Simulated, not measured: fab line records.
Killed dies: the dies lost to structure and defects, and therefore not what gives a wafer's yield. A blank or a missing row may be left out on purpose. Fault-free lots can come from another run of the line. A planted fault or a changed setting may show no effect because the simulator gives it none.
Problem report, 8D (eight disciplines) form, completed by code ; flow n5-finfet ; the parts of the form that need people (team, actions taken, sign-off) are left out

== 1. THE PROBLEM ==
raw-defect-count at N5_FIN_SAQP_INSPECT_40 reads a mean of 1125 on 6 wafers of 2 lots; wafers without a fault read 221 with a standard deviation of 57. That is +16 standard deviations from the usual mean.
The step: inspects for defects (brightfield).
First seen on wafer L171.1, day 3 14:18, on defect-inspect-02. The record holds 27 wafers of 9 lots with a number at this step. By rule, "out" or "out of limits" means more than 4 standard deviations away from the usual mean. The other wafers with a number count as sound.

== 2. WHAT IT IS, AND WHAT IT ISN'T ==
question;is;is not
which readings at this step;raw-defect-count;-
which lots;L171, L174;L168, L169, L179, L184, L186, L187, L188
which wafers of those lots;all that have a number;-
read on which gauges;defect-inspect-01, defect-inspect-02;-
when;from day 3 14:18;"up to then (6 sound wafers); but 15 sound wafers of L179, L184, L186, L187, L188 came after"

== 3. WHAT RULES OUT EACH SUSPECT ==
Counting: a tool at a process step up to the reading stays a suspect if it ran every lot that is out and no sound lot after the first of them.
- the gauge at N5_FIN_SAQP_INSPECT_40: ruled out. The wafers that are out were read on 2 gauges (defect-inspect-01, defect-inspect-02).
- rie-diel-02 at N5_FIN_SAQP_ETCH_57 (etches SiNx in CH3F/O2, target depth 32.5 nm, time 46.4 s): ruled out as a lasting fault. The sound lots L186, L187, L188 went through it after L171, its earliest lot that is out (day 3 12:08).
- rie-diel-05 at N5_FIN_SAQP_ETCH_69 (etches SOC in N2/H2, stops on SiNx, target depth 150 nm): ruled out as a lasting fault. The sound lots L188 went through it after L171, its earliest lot that is out (day 3 12:53).
- rie-si-02 at N5_FIN_SAQP_MANDREL2_REMOVE_60 (chemistry HBr/Cl2/O2, target a-Si, stops on SiNx, bt time 10 s): ruled out as a lasting fault. The sound lots L184, L188 went through it after L171, its earliest lot that is out (day 3 13:36).
- rie-si-03 at N5_FIN_SAQP_ETCH_64 (etches SiO2 in CF4, target depth 1.5 nm): ruled out as a lasting fault. The sound lots L184, L186 went through it after L171, its earliest lot that is out (day 3 14:01).
Left after counting: nothing in the record.

== 4. THE CAUSE (what the simulator had put in) ==
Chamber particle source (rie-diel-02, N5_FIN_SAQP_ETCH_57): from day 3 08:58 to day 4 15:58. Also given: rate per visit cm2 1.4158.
It was ruled out by counting, in error; the rule expects a fault to strike all lots run on its tool from its start on, and this fault did not.

== 5. THE CHAIN OF EFFECTS, in route order ==
Each row: a reading where the mean over the struck wafers with a number is more than 3 standard deviations away from the usual. Only readings whose record carries a usual standard deviation are examined. hours: median over the lots of the time between each lot's start at the first step of this table that gives one and its start at this step. sigmas: the change, counted in usual standard deviations.
hours;step;reading;usual;on struck wafers;change;sigmas
0;N5_FIN_SAQP_INSPECT_40;raw-defect-count;221;1125;+904;+16
0;N5_FIN_CUT_INSPECT_10;raw-defect-count;41;946;+905;+82
307;N5_PASSIVATION_PROBE_49;killed-at-front-end;40;177;+137;+12
307;N5_PASSIVATION_PROBE_49;killed-dies;109;238;+129;+6.5
Its process steps:
- N5_PASSIVATION_PROBE_49

== 6. WHAT WOULD HAVE CAUGHT IT SOONER ==
In this record the first reading out of limits at a measuring or inspecting step was taken at day 3 14:18, 5 hours after the fault began at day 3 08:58.
An alarm limit of 4 standard deviations would not have fired on the tool readings at N5_FIN_SAQP_ETCH_57 for which the record gives a usual standard deviation, since none of them was out on any struck wafer.
